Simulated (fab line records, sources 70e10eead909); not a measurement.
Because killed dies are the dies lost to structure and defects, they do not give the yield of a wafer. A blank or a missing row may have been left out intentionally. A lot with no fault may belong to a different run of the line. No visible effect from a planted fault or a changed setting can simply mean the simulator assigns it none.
Matching of chambers    flow nandHarc    rieDiel-02 running NHARC_A_CHANNEL_FILL_D1_ETCHBACK_20: 4 sister chambers
The step etches the open film in C4F8/O2/Ar, target depth 27 nm, time 13.5 s. 22 wafers are shown with their chamber, then 11 later ones without.

## EACH WAFER AND ITS CHAMBER
wafer   chamber  rfVppV (V)  biasW (W)  oesProductAu (a.u.)
L074.1  2        984         1503       1.00
L074.5  3        978         1503       1.01
L074.6  0        972         1502       1.01
L076.2  1        985         1497       1.01
L076.4  2        982         1500       1.00
L076.6  1        985         1501       1.00
L079.1  0        972         1506       1.00
L079.2  3        975         1501       1.00
L079.3  2        982         1503       1.00
L081.1  0        972         1496       0.92
L081.5  2        981         1495       0.92
L081.6  1        985         1496       0.93
L084.1  2        982         1504       0.92
L084.4  0        974         1505       0.91
L084.6  2        982         1506       0.93
L086.2  0        974         1493       0.91
L086.5  0        973         1496       0.93
L086.6  1        984         1496       0.93
L089.3  0        972         1501       1.00
L089.4  1        984         1498       1.01
L089.6  0        972         1500       1.01
L090.1  3        974         1506       0.93

SIGNATURES (means of the wafers above)
reading       chamber 0  chamber 1  chamber 2  chamber 3  scatter within a chamber
rfVppV        972.62     984.60     982.17     975.67     1.07
biasW         1499.88    1497.60    1501.83    1503.33    3.74
oesProductAu  0.9613     0.9760     0.9617     0.9800     0.0444
Rule: distance of a wafer from a chamber = root of the sum over the readings of ((wafer's reading minus chamber's mean) / reading's scatter) squared. If the next closest chamber is less than 2 further off than the closest, the wafer can't be placed; otherwise it belongs to the closest. How the scatter is found: for the shown wafers, subtract from each reading the mean of its chamber, square and add these, divide the total by (wafers less chambers), then take the root.

## WAFERS WITH NO CHAMBER GIVEN
wafer   rfVppV (V)  biasW (W)  oesProductAu (a.u.)
L090.5  985         1507       0.94
L090.6  972         1499       0.94
L095.1  981         1502       0.93
L095.5  971         1506       0.93
L095.6  983         1511       0.93
L093.1  972         1500       0.92
L093.2  982         1503       0.93
L093.4  983         1503       0.92
L094.2  976         1505       0.95
L094.3  984         1499       0.93
L094.6  985         1499       0.92

## THE CHAMBER EACH PASSED THROUGH
wafer   from the rows above      in truth
L090.5  can't be placed: 1 or 2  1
L090.6  0                        0
L095.1  2                        2
L095.5  0                        0
L095.6  can't be placed: 2 or 1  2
L093.1  0                        0
L093.2  2                        2
L093.4  can't be placed: 2 or 1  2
L094.2  3                        3
L094.3  can't be placed: 1 or 2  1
L094.6  can't be placed: 1 or 2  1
Correctly placed: 6 of 11. Can't be placed from these rows: 5 (the true chamber is among the candidates in 5). Wrongly placed: 0.
